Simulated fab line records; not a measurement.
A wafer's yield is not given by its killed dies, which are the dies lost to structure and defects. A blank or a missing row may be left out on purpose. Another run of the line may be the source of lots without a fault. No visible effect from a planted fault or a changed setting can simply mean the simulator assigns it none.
Chamber matching / flow nand harc / NHARC_A_WL_FILL_ALD_19 on ald metal-03 has 4 sister chambers
The step deposits TiN, target thk 2 nm, pulse time 3 s, ald cycles 100. 8 wafers are shown with their chamber, then 8 later ones without.

## WAFERS, EACH WITH ITS CHAMBER
wafer=L077.1; chamber=0; heater power w (W)=1069; precursor pulse height rel=0.989
wafer=L079.4; chamber=0; heater power w (W)=1063; precursor pulse height rel=1.012
wafer=L075.1; chamber=2; heater power w (W)=1188; precursor pulse height rel=0.988
wafer=L075.3; chamber=1; heater power w (W)=880; precursor pulse height rel=1.019
wafer=L089.1; chamber=2; heater power w (W)=1202; precursor pulse height rel=1.038
wafer=L089.4; chamber=1; heater power w (W)=948; precursor pulse height rel=0.974
wafer=L089.5; chamber=3; heater power w (W)=984; precursor pulse height rel=1.016
wafer=L092.2; chamber=3; heater power w (W)=991; precursor pulse height rel=0.997

## WAFERS WITHOUT THEIR CHAMBER
wafer=L092.3; heater power w (W)=1207; precursor pulse height rel=1.014
wafer=L092.4; heater power w (W)=1058; precursor pulse height rel=0.985
wafer=L094.1; heater power w (W)=1057; precursor pulse height rel=1.010
wafer=L094.4; heater power w (W)=1004; precursor pulse height rel=1.024
wafer=L094.5; heater power w (W)=1065; precursor pulse height rel=0.993
wafer=L097.1; heater power w (W)=1093; precursor pulse height rel=1.003
wafer=L097.3; heater power w (W)=1191; precursor pulse height rel=1.000
wafer=L097.6; heater power w (W)=919; precursor pulse height rel=1.014

## THE CHAMBER EACH PASSED THROUGH
wafer=L092.3; from the rows above=2; in truth=2
wafer=L092.4; from the rows above=0; in truth=0
wafer=L094.1; from the rows above=0; in truth=0
wafer=L094.4; from the rows above=can't be placed: 3 or 0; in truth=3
wafer=L094.5; from the rows above=0; in truth=0
wafer=L097.1; from the rows above=0; in truth=0
wafer=L097.3; from the rows above=2; in truth=2
wafer=L097.6; from the rows above=1; in truth=1
Correctly placed: 7 of 8. These rows do not allow placing 1 (true chamber among the candidates in 1). Placed wrongly: 0.
How it was worked out, from the rows above alone: a wafer's distance from a chamber is the root of the sum, over the readings, of the square of ((its reading less the chamber's mean) divided by the reading's scatter). The wafer belongs to the nearest chamber; if the next one is less than 2 further off, it can't be placed. For every chamber, the mean is computed from those of its wafers that are shown. How the scatter is found: for the shown wafers, subtract from each reading the mean of its chamber, square and add these, divide the total by (wafers less chambers), then take the root.
